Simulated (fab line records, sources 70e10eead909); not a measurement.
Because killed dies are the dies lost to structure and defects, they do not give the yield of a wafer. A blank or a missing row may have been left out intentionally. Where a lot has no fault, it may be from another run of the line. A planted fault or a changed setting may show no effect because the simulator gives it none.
fab line records    flow nand_harc
[record] lots = 5  wafers = 15  last_day = 23
route steps=1159 shown A_CONTACT@930
lots that met no fault: taken from a fault-free run of the same line
start_h: start of the lot's first displayed wafer, in hours after the record's first day    wait_h: hours from the lot's prior step to this one    " repeats the value in the row above    L1.1+2: a row that stands for several wafers    - no value, or no start was given    * or withheld: withheld    < > ~ a bound
route shown NAME@n: names a module that has steps shown in the file, with the first one's number in the route    usual: the fault-free wafers' mean and standard deviation    same: alike in all rows    chamber/n: place in a boat    sites: readings site by site    _std_site: the values' standard deviation    _edge_site: outer sites' mean less inner sites'    radius_mm: for every site, how far away it sits from the centre of the wafer    mask NAME#n: copy n    behind: the tool/chamber that last shaped the wafer    hold: the reason the lot was held/the length of the hold in hours/how it ended    device: which transistor (n, p or np) failed to switch    end of line: the tests these same wafers got at the end of their route    a step without rows: its recipe alone    killed: dies lost to structure and defects at the first sort, not the wafer's yield    map: a wafer's dies, x killed, . not, _ none there
set.NAME: the setting the step ran with; set.NAME@STEP: the setting that earlier step ran with    model.NAME: the simulator's own value behind a step, which no gauge read
certain route steps with their lots: each step a table, each wafer a row
services: from which hour (start_h, from the record's first day; less than 0 if before it) a tool's chamber was out of use, for how many hours, and why
[[steps]]
[step NHARC_A_CONTACT_SOFTBAKE_03]
[recipe] temp_c = 105  time_s = 55
[step NHARC_A_CONTACT_EBR_04]
[step NHARC_A_CONTACT_EXPOSE_05]
[recipe] na = 1.35  sigma_outer = 0.8  dose_mj = 84.24  mask_id = A_CC
[step NHARC_A_CONTACT_PEB_06]
[recipe] peb_temp_c = 100  peb_time_s = 65
[step NHARC_A_CONTACT_DEVELOP_07]
[recipe] develop_time_s = 35  dev_temp_c = 23
[step NHARC_A_CONTACT_CD_MEAS_08]
[recipe] target_cd_nm = 100  landing_energy_ev = 500
[usual] cd_nm = 100.0/0.33
[same] landing_energy_ev = 500
lot.wafer  tool       chamber  start_h  wait_h  cd_nm
L352.1     cd_sem-02  0        394.96   -       100.1
L352.3     "          0        "        "       99.8
L352.4     "          0        "        "       100.2
L355.2     cd_sem-03  0        439.56   -       99.5
L355.3     "          0        "        "       100.1
L355.6     "          0        "        "       99.9
L360.2     cd_sem-03  0        461.95   -       99.6
L360.3     "          0        "        "       99.8
L360.4     "          0        "        "       100.0
L364.1     cd_sem-01  0        477.51   -       100.2
L364.2     "          0        "        "       100.7
L364.5     "          0        "        "       100.0
L361.2     cd_sem-01  0        490.53   -       100.5
L361.3     "          0        "        "       99.5
L361.5     "          0        "        "       99.9
[step NHARC_A_CONTACT_OVL_MEAS_09]
[usual] overlay_x_nm = 0.2/0.76  overlay_y_nm = 0.3/0.94
lot.wafer  tool        chamber  start_h  wait_h  overlay_x_nm  overlay_y_nm
L352.1     overlay-02  -        395.05   -       0.0           0.9
L352.3     "           -        "        "       -1.3          1.1
L352.4     "           -        "        "       -0.1          0.8
L355.2     overlay-02  -        439.65   -       0.4           -0.5
L355.3     "           -        "        "       -0.2          -1.3
L355.6     "           -        "        "       -0.6          -1.3
L360.2     overlay-02  -        462.04   -       0.1           0.1
L360.3     "           -        "        "       -0.5          -0.5
L360.4     "           -        "        "       0.1           -0.2
L364.1     overlay-01  -        477.59   -       0.4           0.5
L364.2     "           -        "        "       0.2           0.2
L364.5     "           -        "        "       0.6           1.0
L361.2     overlay-01  -        490.62   -       0.3           -0.5
L361.3     "           -        "        "       0.1           -0.8
L361.5     "           -        "        "       -0.4          -0.9
[step NHARC_A_CONTACT_INSPECT_10]
[usual] raw_defect_count = 33/16
lot.wafer  tool               chamber  start_h  wait_h  raw_defect_count
L352.1     defect_inspect-02  -        395.08   0.0     16
L352.3     "                  -        "        "       14
L352.4     "                  -        "        "       11
L355.2     defect_inspect-01  -        439.70   0.1     43
L355.3     "                  -        "        "       41
L355.6     "                  -        "        "       48
L360.2     defect_inspect-02  -        462.08   0.0     45
L360.3     "                  -        "        "       47
L360.4     "                  -        "        "       33
L364.1     defect_inspect-01  -        477.63   0.0     12
L364.2     "                  -        "        "       20
L364.5     "                  -        "        "       20
L361.2     defect_inspect-02  -        490.65   0.0     23
L361.3     "                  -        "        "       23
L361.5     "                  -        "        "       19
[step NHARC_A_CONTACT_DESCUM_13]
[recipe] time_s = 3  o2_flow_sccm = 200  ar_flow_sccm = 0  bias_power_w = 0  chemistry = O2
[usual] drypump_motor_current_A = 5.8/0.4  oes_product_au = 0.998/0.0089  rf_vpp_V = 57.9/0.87  showerhead_plenum_p_Torr = 1.94/0.092  throttle_valve_pct = 11.313/0.0081
lot.wafer  tool         chamber  start_h  wait_h  drypump_motor_current_A  oes_product_au  rf_hours_counter_h  rf_vpp_V  showerhead_plenum_p_Torr  throttle_valve_pct
L352.3     rie_diel-01  2        395.15   0.1     5.6                      1.001           15                  56.5      1.80                      11.315
L352.4     "            0        "        "       5.3                      0.995           15                  58.1      1.96                      11.317
L352.1     "            1        "        "       5.7                      0.996           13                  57.7      1.98                      11.313
L355.3     rie_diel-01  0        439.78   0.1     5.3                      0.992           24                  58.3      1.95                      11.306
L355.2     "            1        "        "       5.7                      1.000           23                  58.1      1.98                      11.308
L355.6     "            2        "        "       5.5                      0.991           -                   57.4      1.79                      11.331
L360.3     rie_diel-03  0        462.13   0.1     5.2                      1.012           17                  59.5      2.07                      11.318
L360.2     "            1        "        "       6.4                      1.001           22                  58.1      1.78                      11.311
L360.4     "            2        "        "       6.8                      1.013           21                  58.0      1.88                      11.312
L364.1     rie_diel-01  1        477.69   0.1     5.7                      0.993           31                  58.3      1.98                      11.312
L364.2     "            0        "        "       5.3                      0.993           31                  57.7      1.95                      11.311
L364.5     "            1        "        "       5.7                      1.001           -                   57.7      1.98                      11.313
L361.3     rie_diel-01  1        490.73   0.1     5.7                      0.991           34                  58.9      1.97                      11.317
L361.2     "            2        "        "       5.6                      0.985           33                  57.1      1.79                      11.306
L361.5     "            0        "        "       5.3                      0.993           -                   58.9      1.95                      11.310
[step NHARC_A_CONTACT_ETCH_88]
[recipe] target_depth_a = 390  over_etch_frac = 0.3  time_s = 65  ion_energy_ev = 80  cf4_flow_sccm = 150  ar_flow_sccm = 0  rf_w = 300  bias_w = 100  chemistry = CF4
[usual] bias_w = 100.0/0.32  drypump_motor_current_A = 5.8/0.4  oes_product_au = 0.999/0.0086  rf_vpp_V = 151.7/1.3  run_length_s = 86.3/0.53  showerhead_plenum_p_Torr = 1.79/0.076  throttle_valve_pct = 13.284/0.009
lot.wafer  tool         chamber  start_h  wait_h  bias_w  drypump_motor_current_A  oes_product_au  rf_hours_counter_h  rf_vpp_V  run_length_s  showerhead_plenum_p_Torr  throttle_valve_pct
L352.4     rie_diel-01  1        395.24   0.1     99.6    5.7                      0.992           13                  154.1     86.5          1.83                      13.292
L352.3     "            2        "        "       99.2    5.5                      0.998           15                  150.6     85.4          1.67                      13.276
L352.1     "            3        "        "       100.1   5.6                      1.000           15                  153.5     85.8          1.84                      13.280
L355.2     rie_diel-01  0        439.85   0.1     99.9    5.3                      0.981           24                  152.2     85.9          1.80                      13.285
L355.3     "            2        "        "       100.3   5.6                      0.990           24                  150.8     85.5          1.67                      13.269
L355.6     "            0        "        "       100.1   5.3                      0.977           -                   151.6     86.1          1.80                      13.283
L360.3     rie_diel-03  2        462.22   0.1     100.0   6.7                      1.008           21                  153.1     86.7          1.74                      13.296
L360.2     "            0        "        "       100.1   5.2                      1.006           17                  152.4     86.1          1.90                      13.290
L360.4     "            1        "        "       100.0   6.4                      0.997           22                  149.8     86.6          1.65                      13.279
L364.1     rie_diel-01  0        477.86   0.2     100.2   5.3                      0.996           31                  151.9     85.8          1.80                      13.287
L364.2     "            2        "        "       100.3   5.5                      0.983           31                  149.6     85.6          1.66                      13.277
L364.5     "            0        "        "       100.2   5.3                      0.995           -                   151.7     86.3          1.80                      13.284
L361.2     rie_diel-01  3        490.80   0.1     99.7    5.6                      1.002           29                  151.4     86.1          1.84                      13.296
L361.3     "            1        "        "       100.0   5.7                      0.992           34                  152.8     86.9          1.82                      13.281
L361.5     "            0        "        "       100.1   5.3                      0.993           -                   151.7     85.7          1.80                      13.291
[step NHARC_A_CONTACT_ETCH_89]
[recipe] target_depth_a = 2600  over_etch_frac = 0.3  time_s = 475.3  ion_energy_ev = 200  n2_flow_sccm = 150  h2_flow_sccm = 150  ar_flow_sccm = 0  rf_w = 400  bias_w = 150  chemistry = N2/H2
[usual] bias_w = 150.0/0.51  drypump_motor_current_A = 5.8/0.41  oes_product_au = 0.998/0.0091  rf_vpp_V = 431/3  run_length_s = 496.6/0.52  showerhead_plenum_p_Torr = 2.06/0.1  throttle_valve_pct = 14.171/0.0095
lot.wafer  tool         chamber  start_h  wait_h  bias_w  drypump_motor_current_A  oes_product_au  rf_hours_counter_h  rf_vpp_V  run_length_s  showerhead_plenum_p_Torr  throttle_valve_pct
L352.1     rie_diel-01  2        -        -       149.5   5.5                      0.997           15                  426       495.8         1.91                      14.164
L352.4     "            3        "        "       150.0   5.6                      0.993           15                  435       496.2         2.13                      14.154
L352.3     "            1        "        "       149.3   5.7                      0.987           13                  433       497.1         2.11                      14.176
L355.2     rie_diel-01  1        -        -       149.8   5.7                      0.995           23                  433       497.4         2.11                      14.176
L355.3     "            3        "        "       150.1   5.6                      0.993           24                  433       496.0         2.13                      14.165
L355.6     "            0        "        "       150.4   5.3                      0.999           -                   432       496.1         2.08                      14.181
L360.2     rie_diel-03  2        -        -       150.1   6.7                      1.014           21                  429       496.8         2.00                      14.182
L360.4     "            3        "        "       149.9   6.4                      1.004           20                  434       497.4         2.13                      14.170
L360.3     "            0        "        "       150.9   5.3                      1.010           17                  436       496.6         2.21                      14.165
L364.2     rie_diel-01  2        -        -       150.0   5.5                      0.993           31                  426       496.0         1.91                      14.171
L364.1     "            3        "        "       149.8   5.6                      0.979           27                  433       496.5         2.13                      14.177
L364.5     "            0        "        "       149.1   5.3                      0.989           -                   432       496.6         2.08                      14.157
L361.2     rie_diel-01  2        -        -       149.5   5.6                      1.002           33                  426       495.8         1.91                      14.158
L361.3     "            3        "        "       150.0   5.6                      0.995           29                  432       496.2         2.12                      14.157
L361.5     "            2        "        "       150.0   5.5                      0.993           -                   427       496.3         1.91                      14.176
[step NHARC_A_CONTACT_ETCH_30]
[recipe] target_depth_a = 605  time_s = 30.2  cf4_flow_sccm = 100  chf3_flow_sccm = 30  ar_flow_sccm = 0  rf_w = 500  bias_w = 200  chemistry = CF4/CHF3
[usual] bias_w = 199.9/0.57  chf3_flow_sccm = 30.00/0.086  drypump_motor_current_A = 5.8/0.42  oes_product_au = 0.926/0.011  rf_vpp_V = 371.0/2.6  run_length_s = 51.5/0.56  showerhead_plenum_p_Torr = 1.59/0.071  throttle_valve_pct = 16.802/0.0097
lot.wafer  tool         chamber  start_h  wait_h  bias_w  chf3_flow_sccm  drypump_motor_current_A  oes_product_au  rf_hours_counter_h  rf_vpp_V  run_length_s  showerhead_plenum_p_Torr  throttle_valve_pct
L352.3     rie_diel-01  1        -        -       200.0   30.03           5.7                      0.915           13                  374.7     51.8          1.63                      16.795
L352.4     "            2        "        "       200.0   30.02           5.5                      0.923           15                  367.3     51.2          1.48                      16.797
L352.1     "            3        "        "       201.1   29.94           5.6                      0.918           16                  372.8     51.0          1.64                      16.823
L355.3     rie_diel-01  1        -        -       199.4   30.04           5.7                      0.926           24                  373.1     51.8          1.62                      16.802
L355.2     "            3        "        "       200.5   29.98           5.6                      0.927           24                  372.3     51.2          1.64                      16.797
L355.6     "            0        "        "       200.5   29.98           5.3                      0.923           -                   371.0     51.0          1.60                      16.804
L360.2     rie_diel-03  1        -        -       200.0   30.05           6.4                      0.925           22                  367.8     52.2          1.47                      16.801
L360.3     "            2        "        "       200.4   30.05           6.7                      0.920           21                  369.2     51.7          1.55                      16.791
L360.4     "            3        "        "       199.8   30.13           6.4                      0.931           20                  373.1     51.8          1.64                      16.813
L364.1     rie_diel-01  3        -        -       199.3   30.02           5.6                      0.917           27                  374.5     51.1          1.63                      16.798
L364.2     "            0        "        "       200.1   30.10           5.3                      0.924           32                  373.7     51.0          1.60                      16.800
L364.5     "            0        "        "       199.8   30.08           5.3                      0.919           -                   371.4     51.0          1.60                      16.791
L361.3     rie_diel-01  1        -        -       199.7   29.75           5.7                      0.908           34                  371.4     51.7          1.62                      16.806
L361.2     "            2        "        "       199.6   30.00           5.5                      0.909           33                  366.7     50.6          1.48                      16.833
L361.5     "            1        "        "       198.8   29.88           5.7                      0.918           -                   371.6     51.9          1.62                      16.797
[step NHARC_A_CONTACT_ETCH_31]
[recipe] target_depth_a = 20000  over_etch_frac = 0.3  time_s = 520  ion_energy_ev = 150  o2_flow_sccm = 400  cos_flow_sccm = 20  ar_flow_sccm = 0  rf_w = 500  bias_w = 300  chemistry = O2/COS
[usual] bias_w = 300.0/0.92  drypump_motor_current_A = 5.8/0.4  oes_product_au = 0.999/0.0085  rf_vpp_V = 314.6/2.3  run_length_s = 541.3/0.56  showerhead_plenum_p_Torr = 3.16/0.14  throttle_valve_pct = 28.330/0.0091
lot.wafer  tool         chamber  start_h  wait_h  bias_w  drypump_motor_current_A  oes_product_au  rf_hours_counter_h  rf_vpp_V  run_length_s  showerhead_plenum_p_Torr  throttle_valve_pct
L352.1     rie_diel-01  1        395.75   -       301.0   5.7                      0.994           13                  315.7     541.6         3.23                      28.314
L352.4     "            3        "        "       299.6   5.6                      0.993           16                  316.0     541.0         3.25                      28.339
L352.3     "            0        "        "       299.7   5.3                      0.991           15                  313.7     540.9         3.19                      28.349
L355.3     rie_diel-01  0        440.35   -       299.7   5.3                      1.000           25                  314.4     541.0         3.18                      28.328
L355.2     "            2        "        "       300.2   5.5                      0.998           24                  309.9     540.7         2.94                      28.334
L355.6     "            0        "        "       299.8   5.3                      1.005           -                   316.8     541.0         3.18                      28.335
L360.3     rie_diel-03  0        462.76   -       298.5   5.2                      0.989           17                  317.4     541.3         3.36                      28.334
L360.4     "            1        "        "       300.8   6.4                      0.998           22                  311.5     541.7         2.91                      28.321
L360.2     "            2        "        "       299.7   6.7                      1.013           21                  315.3     541.6         3.07                      28.333
L364.2     rie_diel-01  1        478.58   -       300.5   5.7                      0.987           31                  315.6     541.8         3.22                      28.316
L364.1     "            3        "        "       298.0   5.6                      0.995           27                  315.4     541.5         3.24                      28.314
L364.5     "            0        "        "       300.2   5.3                      0.974           -                   314.7     540.9         3.18                      28.334
L361.3     rie_diel-01  1        491.39   -       -       5.7                      0.994           34                  316.3     416.5         3.22                      28.339
L361.2     "            2        "        "       298.4   5.5                      0.983           33                  311.2     540.4         2.93                      28.319
L361.5     "            0        "        "       300.7   5.3                      0.987           -                   315.7     541.3         3.18                      28.323
[step NHARC_A_CONTACT_ETCH_134]
[recipe] source_w = withheld  pressure_mtorr = 20  bias_v = withheld  time_s = 140  target_depth_a = 7000  ar_flow_sccm = withheld  c4f8_flow_sccm = withheld  o2_flow_sccm = withheld  chemistry = C4F8/O2/Ar
[usual] run_length_s = 141.3/0.42
lot.wafer  tool             chamber  start_h  wait_h  rf_hours_counter_h  run_length_s
L352.1     har_cap_etch-02  0        396.15   -       15                  141.2
L352.4     "                0        "        "       -                   141.2
L352.3     "                1        "        "       -                   141.4
L355.2     har_cap_etch-01  0        440.79   -       70                  141.4
L355.3     "                1        "        "       -                   140.9
L355.6     "                0        "        "       -                   141.5
L360.2     har_cap_etch-03  0        463.13   -       96                  141.7
L360.4     "                0        "        "       -                   141.6
L360.3     "                1        "        "       -                   140.5
L364.2     har_cap_etch-01  0        478.94   -       75                  141.2
L364.1     "                1        "        "       75                  141.1
L364.5     "                0        "        "       -                   141.5
L361.2     har_cap_etch-01  0        491.71   -       77                  141.7
L361.3     "                1        "        "       -                   141.1
L361.5     "                1        "        "       -                   141.0
[[services]]
tool             chamber  start_h  hours  kind
rie_diel-01      0        372.83   -      clean
rie_diel-01      1        372.83   -      clean
rie_diel-01      2        372.83   -      clean
rie_diel-01      3        372.83   -      clean
rie_diel-03      -        392.45   9.0    pm
rie_diel-01      0        397.36   -      clean
rie_diel-01      1        397.36   -      clean
rie_diel-01      2        397.36   -      clean
rie_diel-01      3        397.36   -      clean
rie_diel-01      0        421.86   -      clean
rie_diel-01      1        421.86   -      clean
rie_diel-01      2        421.86   -      clean
rie_diel-01      3        421.86   -      clean
har_cap_etch-01  -        436.51   0.9    repair
rie_diel-01      3        442.07   24.2   repair
rie_diel-03      0        444.31   9.1    repair
rie_diel-01      0        446.36   -      clean
rie_diel-01      1        446.36   -      clean
rie_diel-01      2        446.36   -      clean
rie_diel-03      2        466.36   3.2    repair
rie_diel-01      0        470.91   -      clean
rie_diel-01      1        470.91   -      clean
rie_diel-01      2        470.91   -      clean
rie_diel-01      -        491.83   9.0    pm
[[key]]
[first_sign] step = NHARC_A_CONTACT_ETCH_31  reading = run_length_s  direction = down  sigmas = 99+  usual = *  struck = *
effect none on later readings
met_at NHARC_A_CONTACT_ETCH_31
struck_wafers L361.3
later_rows_left_out L361.3
sort_left_out L361.3
tester_left_out L361
onset_between 478.58 491.39
[fault] kind = process_parameter_drift  tool = rie_diel-01  chamber = 1  onset_h = 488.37  steps = NHARC_A_CONTACT_ETCH_31  channel = time_s  offset = *  shape = step  end_h = 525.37  acts_in = *  stated = *
// tester_left_out: of these lots the tester's yield and bins aren't shown, on N5 and GAA mostly nor the transistor test; their killed dies are dies lost to structure and defects alone, not to doping, threshold or leakage, so they don't give the yield
// sort_left_out: the simulated sort isn't trusted on such a fault, so these wafers' sort isn't shown, and their yield isn't known
// later_rows_left_out: the simulator's readings of these wafers behind a module that went badly wrong aren't trusted and aren't shown, but for the sort
